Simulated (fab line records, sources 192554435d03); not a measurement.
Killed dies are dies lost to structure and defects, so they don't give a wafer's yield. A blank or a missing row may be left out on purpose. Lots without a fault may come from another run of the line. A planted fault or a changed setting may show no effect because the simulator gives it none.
fab line records | flow n5_finfet | part 1 of 2: steps 1 to 4 of 6
record lots=22 wafers=66 last_day=18
route steps=1938 shown MOL_CONTACT_COAG@532
lots that met no fault: from a run of the same line without faults
start_h: hours from the record's first day to the start of the lot's first wafer shown | wait_h: hours since the lot's step before | " the same as in the row above | L1.1+2: a row that stands for several wafers | - no value, or no start given | * or withheld: withheld | < > ~ a bound
route shown NAME@n: a module of which the file shows steps, and the number in the route of the first | usual: mean/standard deviation of fault-free wafers | same: alike in all rows | chamber/n: place in a boat | sites: the reading at each site | _std_site: their standard deviation | _edge_site: outer sites' mean less inner sites' | radius_mm: how far each site lies from the wafer's centre | mask NAME#n: copy n | behind: the tool/chamber that last shaped the wafer | hold: why the lot was held/for how many hours/how that ended | device: the transistor (n, p or np) that didn't switch | end of line: the same wafers' tests at the end of the route | a step without rows: its recipe alone | killed: dies lost to structure and defects at the first sort, not the wafer's yield | map: a wafer's dies, x killed, . not, _ none there
set.NAME: the setting as run; set.NAME@STEP: as run at that earlier step | model.NAME: the simulator's own value behind a step, which no gauge read
steps of the route over a sample of lots; a table a step, a row a wafer
services: from which hour (start_h, from the record's first day; less than 0 if before it) a tool's chamber was out of use, for how many hours, and why
## steps
# step N5_MOL_CONTACT_COAG_ETCH_106
# recipe chemistry=N2/H2 target=SOC target_depth_a=800 overetch_a=160 mask_material=SiARC temp_c=40 time_s=120 ion_energy_ev=200 pressure_mtorr=30 source_w=840 bias_w=150 n2_flow_sccm=200 h2_flow_sccm=200
# usual drypump_motor_current_A=5.6/0.39 oes_product_au=0.71/0.075 rf_vpp_V=524.7/2.4 showerhead_plenum_p_Torr=2.58/0.085 throttle_valve_pct=17.74/0.23
# same time_s=120
# columns lot.wafer tool chamber start_h wait_h drypump_motor_current_A oes_product_au rf_hours_counter_h rf_vpp_V showerhead_plenum_p_Torr throttle_valve_pct
L074.2 rie_diel-02 3 88.89 0.0 5.5 0.84 15 522.7 2.50 17.79
L074.3 " 1 " " 5.4 0.62 231 525.3 2.63 18.20
L074.4 " 0 " " 5.4 0.74 77 524.6 2.58 17.51
L076.1 rie_diel-02 0 99.19 0.0 5.4 0.74 81 524.2 2.58 17.54
L076.2 " 2 " " 6.6 0.70 123 522.1 2.44 17.66
L076.4 " 3 " " 5.5 0.83 18 522.9 2.50 17.80
L075.3 rie_diel-05 2 101.52 0.0 5.8 0.65 166 528.4 2.64 17.32
L075.4 " 1 " " 5.4 0.62 230 521.1 2.52 18.15
L075.5 " 0 " " 5.6 0.82 - 527.4 2.72 17.75
L077.1 rie_diel-04 1 107.23 0.0 5.4 0.62 236 522.1 2.52 17.91
L077.4 " 3 " " 5.0 0.86 11 529.2 2.71 17.58
L077.6 " 0 " " 5.9 0.70 - 523.5 2.55 17.67
L078.3 rie_diel-02 3 110.60 0.0 5.5 0.82 23 522.5 2.50 17.81
L078.5 " 0 " " 5.4 0.74 - 525.8 2.57 17.53
L078.6 " 1 " " 5.4 0.62 - 525.8 2.62 18.25
L079.1 rie_diel-04 3 121.10 0.0 5.0 0.84 15 527.1 2.71 17.57
L079.2 " 0 " " 5.9 0.69 153 524.3 2.55 17.70
L079.6 " 0 " " 5.9 0.69 - 524.6 2.55 17.70
L081.2 rie_diel-04 2 132.78 0.0 5.7 0.67 159 526.2 2.64 18.04
L081.4 " 0 " " 5.9 0.69 157 525.3 2.55 17.71
L081.5 " 2 " " 5.7 0.68 - 526.2 2.64 18.06
L080.1 rie_diel-04 1 134.94 0.0 5.4 0.62 247 522.5 2.52 17.90
L080.2 " 2 " " 5.7 0.67 160 525.7 2.64 18.05
L080.4 " 2 " " 5.7 0.67 - 525.9 2.64 18.05
L082.4 rie_diel-02 0 141.72 0.0 5.4 0.73 - 524.8 2.57 17.57
L082.5 " 2 " " 6.6 0.69 - 521.5 2.43 17.69
L082.6 " 1 " " 5.4 0.62 - 524.8 2.62 18.24
L083.1 rie_diel-05 2 143.65 0.0 5.8 0.64 179 526.7 2.63 17.33
L083.2 " 3 " " 5.7 0.65 191 523.6 2.51 17.54
L083.6 " 1 " " 5.4 0.62 - 522.3 2.51 18.20
L084.3 rie_diel-05 2 152.85 0.0 5.8 0.64 183 525.0 2.63 17.33
L084.5 " 3 " " 5.7 0.64 - 523.0 2.50 17.53
L084.6 " 2 " " 5.8 0.64 - 526.0 2.63 17.34
L085.1 rie_diel-04 3 159.21 0.0 5.0 0.81 31 527.6 2.70 17.61
L085.3 " 0 " " 5.9 0.68 167 524.9 2.55 17.71
L085.5 " 0 " " 5.9 0.68 - 524.3 2.55 17.72
L088.1 rie_diel-05 2 170.61 0.0 5.8 0.64 191 527.1 2.62 17.37
L088.4 " 0 " " 5.6 0.78 - 526.4 2.71 17.77
L088.5 " 3 " " 5.7 0.64 - 522.8 2.50 17.58
L087.1 rie_diel-05 2 172.82 0.0 5.8 0.64 192 525.7 2.62 17.37
L087.3 " 3 " " 5.7 0.64 204 522.6 2.50 17.57
L087.4 " 3 " " 5.7 0.64 - 523.3 2.50 17.56
L089.3 rie_diel-04 3 178.55 0.0 5.0 0.80 37 528.9 2.70 17.62
L089.5 " 0 " " 5.9 0.67 - 525.0 2.54 17.72
L089.6 " 3 " " 5.0 0.80 - 528.1 2.70 17.60
L090.3 rie_diel-05 2 183.76 0.0 5.8 0.63 198 525.3 2.62 17.37
L090.4 " 2 " " 5.7 0.63 - 527.3 2.62 17.37
L090.6 " 0 " " 5.6 0.77 - 527.4 2.71 17.78
L091.2 rie_diel-04 1 193.97 0.0 5.4 0.83 10 523.0 2.51 17.51
L091.3 " 2 " " 5.7 0.66 182 527.0 2.63 18.10
L091.6 " 0 " " 5.9 0.68 - 523.1 2.54 17.75
L092.2 rie_diel-05 0 195.39 0.0 5.6 0.76 57 529.4 2.70 17.80
L092.3 " 3 " " 5.7 0.64 214 522.6 2.50 17.57
L092.4 " 1 " " 5.4 0.86 4 522.1 2.51 17.76
L093.1 rie_diel-02 0 201.96 0.0 5.4 0.70 122 523.8 2.56 17.58
L093.2 " 3 " " 5.5 0.78 48 522.3 2.49 17.85
L093.4 " 2 " " 6.6 0.67 161 520.7 2.42 17.71
L095.2 rie_diel-04 3 214.71 0.0 5.0 0.79 49 528.6 2.70 17.64
L095.3 " 0 " " 5.9 0.67 184 523.5 2.54 17.74
L095.4 " 1 " " 5.4 0.81 17 521.7 2.51 17.52
L096.3 rie_diel-04 2 222.28 0.0 5.7 0.65 191 526.6 2.63 18.09
L096.5 " 1 " " 5.4 0.81 - 522.4 2.51 17.52
L096.6 " 0 " " 5.9 0.67 - 523.5 2.54 17.74
L097.1 rie_diel-02 2 227.20 0.0 6.6 0.67 171 521.5 2.42 17.74
L097.4 " 1 " " 5.4 0.80 20 525.8 2.61 17.86
L097.5 " 2 " " 6.6 0.67 - 520.4 2.42 17.74
# step N5_MOL_CONTACT_COAG_INSPECT_57
# recipe mode=adi inspect_instrument=brightfield
# usual raw_defect_count=203/43
# columns lot.wafer tool chamber start_h wait_h raw_defect_count
L074.2 defect_inspect-02 - 100.40 0.0 211
L074.3 " - " " 164
L074.4 " - " " 141
L076.1 defect_inspect-02 - 108.77 0.1 173
L076.2 " - " " 254
L076.4 " - " " 168
L075.3 defect_inspect-02 - 109.31 0.0 210
L075.4 " - " " 289
L075.5 " - " " 178
L077.1 defect_inspect-02 - 117.75 0.1 171
L077.4 " - " " 187
L077.6 " - " " 157
L078.3 defect_inspect-01 - 120.55 0.0 237
L078.5 " - " " 234
L078.6 " - " " 208
L079.1 defect_inspect-01 - 134.91 0.1 200
L079.2 " - " " 208
L079.6 " - " " 180
L081.2 defect_inspect-02 - 141.65 0.0 195
L081.4 " - " " 277
L081.5 " - " " 260
L080.1 defect_inspect-02 - 146.19 0.1 221
L080.2 " - " " 272
L080.4 " - " " 263
L082.4 defect_inspect-02 - 151.08 0.0 223
L082.5 " - " " 174
L082.6 " - " " 215
L083.1 defect_inspect-02 - 153.70 0.1 194
L083.2 " - " " 207
L083.6 " - " " 163
L084.3 defect_inspect-01 - 162.49 0.0 110
L084.5 " - " " 160
L084.6 " - " " 158
L085.1 defect_inspect-01 - 168.78 0.1 213
L085.3 " - " " 175
L085.5 " - " " 279
L088.1 defect_inspect-01 - 188.09 0.1 221
L088.4 " - " " 226
L088.5 " - " " 260
L087.1 defect_inspect-02 - 188.15 0.1 243
L087.3 " - " " 286
L087.4 " - " " 184
L089.3 defect_inspect-01 - 191.08 0.0 118
L089.5 " - " " 161
L089.6 " - " " 164
L090.3 defect_inspect-02 - 200.43 0.0 213
L090.4 " - " " 134
L090.6 " - " " 162
L091.2 defect_inspect-01 - 203.94 0.0 250
L091.3 " - " " 247
L091.6 " - " " 250
L092.2 defect_inspect-01 - 206.32 0.0 117
L092.3 " - " " 128
L092.4 " - " " 223
L093.1 defect_inspect-02 - 213.99 0.1 198
L093.2 " - " " 182
L093.4 " - " " 169
L095.2 defect_inspect-02 - 224.32 0.0 180
L095.3 " - " " 217
L095.4 " - " " 183
L096.3 defect_inspect-01 - 232.65 0.0 219
L096.5 " - " " 182
L096.6 " - " " 241
L097.1 defect_inspect-01 - 235.67 0.1 206
L097.4 " - " " 250
L097.5 " - " " 214
# step N5_MOL_CONTACT_COAG_ETCH_90
# recipe chemistry=CF4 target=SiARC target_depth_a=130 mask_material=CAR-EUV time_s=21.7 ion_energy_ev=80 pressure_mtorr=40 source_w=545 bias_w=36 Ar_flow_sccm=100 cf4_flow_sccm=100 ends=cleared
# usual drypump_motor_current_A=5.6/0.41 etch_rf_on_time_s=21.8/0.39 oes_product_au=0.69/0.076 rf_vpp_V=184.2/1.1 showerhead_plenum_p_Torr=2.16/0.068 throttle_valve_pct=15.50/0.21
# columns lot.wafer tool chamber start_h wait_h drypump_motor_current_A etch_rf_on_time_s oes_product_au rf_hours_counter_h rf_vpp_V showerhead_plenum_p_Torr throttle_valve_pct
L074.2 rie_diel-02 0 100.48 0.0 5.4 22.1 0.70 82 184.1 2.17 15.38
L074.3 " 2 " " 6.6 21.7 0.67 123 184.3 2.06 15.43
L074.4 " 3 " " 5.5 22.0 0.79 18 183.1 2.12 15.59
L076.1 rie_diel-02 3 108.94 0.0 5.5 22.1 0.78 22 183.6 2.11 15.57
L076.2 " 2 " " 6.6 22.0 0.67 126 182.8 2.06 15.44
L076.4 " 0 " " 5.4 22.2 0.70 85 184.6 2.17 15.37
L075.3 rie_diel-02 1 109.40 0.0 5.4 22.6 0.57 238 185.2 2.20 16.00
L075.4 " 2 " " 6.6 21.8 0.66 127 183.6 2.06 15.46
L075.5 " 3 " " 5.5 22.1 0.78 - 184.3 2.11 15.58
L077.1 rie_diel-02 2 117.84 0.0 6.5 21.8 0.66 129 181.2 2.06 15.45
L077.4 " 3 " " 5.5 21.9 0.77 25 184.4 2.11 15.60
L077.6 " 2 " " 6.6 21.9 0.66 - 182.1 2.06 15.46
L078.3 rie_diel-05 2 120.90 0.0 5.8 21.6 0.61 172 184.1 2.22 15.28
L078.5 " 1 " " 5.4 21.9 0.59 - 183.4 2.12 15.89
L078.6 " 2 " " 5.8 21.6 0.62 - 183.7 2.22 15.29
L079.1 rie_diel-05 1 135.00 0.0 5.4 21.8 0.58 244 184.3 2.11 15.91
L079.2 " 3 " " 5.7 22.0 0.61 188 182.6 2.13 15.55
L079.6 " 1 " " 5.4 21.6 0.58 - 183.1 2.11 15.93
L081.2 rie_diel-04 3 141.74 0.0 5.0 21.3 0.81 22 185.0 2.27 15.22
L081.4 " 0 " " 5.9 21.9 0.65 158 183.9 2.14 15.48
L081.5 " 0 " " 5.9 21.8 0.66 - 185.5 2.14 15.49
L080.1 rie_diel-04 2 146.32 0.0 5.7 20.9 0.65 164 184.4 2.23 15.78
L080.2 " 0 " " 5.9 22.2 0.64 159 184.4 2.14 15.49
L080.4 " 0 " " 5.9 22.0 0.65 - 183.5 2.14 15.50
L082.4 rie_diel-02 2 151.39 0.0 6.6 21.9 0.64 - 182.1 2.06 15.48
L082.5 " 0 " " 5.4 22.0 0.67 - 184.5 2.16 15.40
L082.6 " 3 " " 5.5 21.9 0.76 - 182.8 2.11 15.60
L083.1 rie_diel-05 2 153.87 0.0 5.8 21.8 0.62 183 186.7 2.21 15.30
L083.2 " 3 " " 5.7 22.2 0.61 195 184.7 2.13 15.56
L083.6 " 2 " " 5.8 21.8 0.61 - 183.9 2.21 15.29
L084.3 rie_diel-02 2 162.61 0.0 6.6 21.8 0.65 150 183.5 2.06 15.49
L084.5 " 3 " " 5.5 21.8 0.76 - 182.4 2.11 15.61
L084.6 " 2 " " 6.6 21.8 0.65 - 181.8 2.06 15.48
L085.1 rie_diel-05 2 168.87 0.0 5.8 22.0 0.60 191 184.9 2.21 15.31
L085.3 " 0 " " 5.6 21.9 0.73 46 184.8 2.26 15.48
L085.5 " 2 " " 5.8 21.9 0.60 - 184.2 2.21 15.30
L088.1 rie_diel-05 0 188.18 0.0 5.6 22.0 0.72 54 185.8 2.26 15.50
L088.4 " 3 " " 5.7 22.5 0.60 211 185.4 2.13 15.58
L088.5 " 0 " " 5.5 21.8 0.73 - 183.9 2.26 15.49
L087.1 rie_diel-04 2 188.29 0.0 5.7 21.4 0.63 180 184.2 2.23 15.81
L087.3 " 0 " " 5.9 22.1 0.64 176 183.5 2.13 15.52
L087.4 " 3 " " 5.0 21.6 0.77 40 186.1 2.26 15.25
L089.3 rie_diel-02 1 191.21 0.0 5.4 21.3 0.79 9 185.6 2.19 15.54
L089.5 " 0 " " 5.4 21.7 0.67 - 184.6 2.16 15.44
L089.6 " 1 " " 5.4 21.4 0.79 - 184.0 2.19 15.54
L090.3 rie_diel-02 1 200.58 0.0 5.4 21.6 0.78 11 186.0 2.19 15.56
L090.4 " 0 " " 5.4 21.7 0.67 121 183.1 2.16 15.44
L090.6 " 3 " " 5.5 22.0 0.74 - 183.4 2.11 15.64
L091.2 rie_diel-05 3 204.05 0.0 5.7 22.0 0.61 217 183.4 2.13 15.60
L091.3 " 0 " " 5.6 21.8 0.72 59 185.0 2.26 15.49
L091.6 " 1 " " 5.4 20.9 0.83 - 184.0 2.11 15.45
L092.2 rie_diel-05 1 206.86 0.0 5.4 21.2 0.82 7 182.3 2.11 15.44
L092.3 " 0 " " 5.6 22.0 0.71 60 186.3 2.26 15.51
L092.4 " 3 " " 5.7 22.4 0.59 218 185.4 2.12 15.59
L093.1 rie_diel-04 2 214.07 0.0 5.7 20.9 0.63 189 184.7 2.22 15.80
L093.2 " 0 " " 5.9 22.0 0.63 184 183.7 2.13 15.54
L093.4 " 3 " " 5.0 21.6 0.76 48 186.5 2.26 15.26
L095.2 rie_diel-04 3 224.41 0.0 5.0 21.4 0.76 51 185.1 2.26 15.27
L095.3 " 0 " " 5.9 21.8 0.64 187 183.9 2.13 15.55
L095.4 " 1 " " 5.4 21.7 0.77 20 182.5 2.09 15.04
L096.3 rie_diel-04 0 232.74 0.0 5.9 22.3 0.62 190 182.9 2.13 15.55
L096.5 " 2 " " 5.7 21.0 0.63 - 185.4 2.22 15.84
L096.6 " 3 " " 5.0 21.7 0.75 - 185.6 2.26 15.28
L097.1 rie_diel-05 1 235.91 0.0 5.4 21.2 0.80 16 183.2 2.11 15.47
L097.4 " 0 " " 5.6 21.7 0.71 69 185.2 2.25 15.50
L097.5 " 3 " " 5.7 22.0 0.59 - 184.4 2.12 15.61
# step N5_MOL_CONTACT_COAG_OVL_MEAS_41
# recipe points_per_wafer=522
# usual VD_OVL=0.2/0.75
# columns lot.wafer tool chamber start_h wait_h VD_OVL[nm]
L074.2 overlay-01 0 102.12 0.0 0.9
L074.3 " 0 " " 0.5
L074.4 " 0 " " -0.2
L076.1 overlay-01 0 110.17 0.0 1.1
L076.2 " 0 " " -0.2
L076.4 " 0 " " -0.7
L075.3 overlay-02 0 110.94 0.0 -0.2
L075.4 " 0 " " 0.2
L075.5 " 0 " " -0.6
L077.1 overlay-02 0 118.94 0.0 -0.4
L077.4 " 0 " " 0.2
L077.6 " 0 " " -0.3
L078.3 overlay-02 0 122.14 0.0 0.7
L078.5 " 0 " " 1.3
L078.6 " 0 " " 0.3
L079.1 overlay-02 0 136.23 0.0 -0.2
L079.2 " 0 " " 0.7
L079.6 " 0 " " 0.6
L081.2 overlay-01 0 142.84 0.0 0.6
L081.4 " 0 " " -0.2
L081.5 " 0 " " -0.7
L080.1 overlay-02 0 147.86 0.0 0.6
L080.2 " 0 " " -0.7
L080.4 " 0 " " -0.3
L082.4 overlay-01 0 152.91 0.0 0.7
L082.5 " 0 " " 1.8
L082.6 " 0 " " 0.3
L083.1 overlay-02 0 155.17 0.0 -1.0
L083.2 " 0 " " -0.5
L083.6 " 0 " " -0.4
L084.3 overlay-02 0 164.27 0.0 0.4
L084.5 " 0 " " -1.0
L084.6 " 0 " " 0.4
L085.1 overlay-01 0 170.22 0.0 -0.7
L085.3 " 0 " " -0.3
L085.5 " 0 " " -0.4
L088.1 overlay-02 0 189.95 0.0 1.9
L088.4 " 0 " " -0.5
L088.5 " 0 " " 2.6
L087.1 overlay-02 0 190.21 0.0 0.9
L087.3 " 0 " " 1.2
L087.4 " 0 " " 0.6
L089.3 overlay-02 0 193.18 0.0 0.6
L089.5 " 0 " " 0.8
L089.6 " 0 " " 0.8
L090.3 overlay-01 0 201.69 0.0 -0.9
L090.4 " 0 " " -0.1
L090.6 " 0 " " 0.0
L091.2 overlay-01 0 205.29 0.0 -0.7
L091.3 " 0 " " 0.6
L091.6 " 0 " " -0.5
L092.2 overlay-01 0 208.18 0.0 0.3
L092.3 " 0 " " 0.7
L092.4 " 0 " " 0.4
L093.1 overlay-01 0 215.30 0.0 -0.2
L093.2 " 0 " " 0.0
L093.4 " 0 " " -0.2
L095.2 overlay-01 0 225.56 0.0 1.2
L095.3 " 0 " " -0.5
L095.4 " 0 " " 0.1
L096.3 overlay-01 0 233.94 0.0 0.9
L096.5 " 0 " " 0.7
L096.6 " 0 " " -0.8
L097.1 overlay-01 0 237.01 0.0 0.7
L097.4 " 0 " " -1.2
L097.5 " 0 " " 0.4
